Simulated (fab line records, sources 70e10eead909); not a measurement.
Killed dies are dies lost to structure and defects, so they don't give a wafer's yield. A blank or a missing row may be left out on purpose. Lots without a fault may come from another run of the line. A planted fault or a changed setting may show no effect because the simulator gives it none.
Chamber matching | flow nand_harc | NHARC_A_M0_DESCUM_14 on rie_diel-05: 4 sister chambers
The step chemistry O2, time 3 s. 4 wafers are shown with their chamber, then 8 later ones without.

WAFERS WITH THEIR CHAMBER
wafer  | chamber | drypump_motor_current_A (A)
L090.5 | 1       | 6.7
L088.1 | 0       | 6.1
L088.5 | 2       | 4.6
L092.1 | 3       | 6.5

WAFERS WITHOUT THEIR CHAMBER
wafer  | drypump_motor_current_A (A)
L092.3 | 6.1
L092.5 | 4.7
L094.2 | 6.7
L094.4 | 6.5
L094.5 | 6.5
L093.2 | 4.7
L093.3 | 6.1
L093.6 | 6.5

WHICH CHAMBER EACH WENT THROUGH
wafer  | from the rows above | in truth
L092.3 | 0                   | 0
L092.5 | 2                   | 2
L094.2 | 1                   | 1
L094.4 | 3                   | 3
L094.5 | 3                   | 3
L093.2 | 2                   | 2
L093.3 | 0                   | 0
L093.6 | 3                   | 3
Placed correctly: 8 of 8. Can't be placed from these rows: 0. Placed wrongly: 0.
How it was worked out, from the rows above alone: a wafer's distance from a chamber is the root of the sum, over the readings, of the square of ((its reading less the chamber's mean) divided by the reading's scatter). The wafer belongs to the nearest chamber; if the next one is less than 2 further off, it can't be placed. A chamber's mean is the mean of its shown wafers. The scatter: with one shown wafer a chamber, the root of the mean of the squares of how far each hidden wafer lies from its nearest shown one.
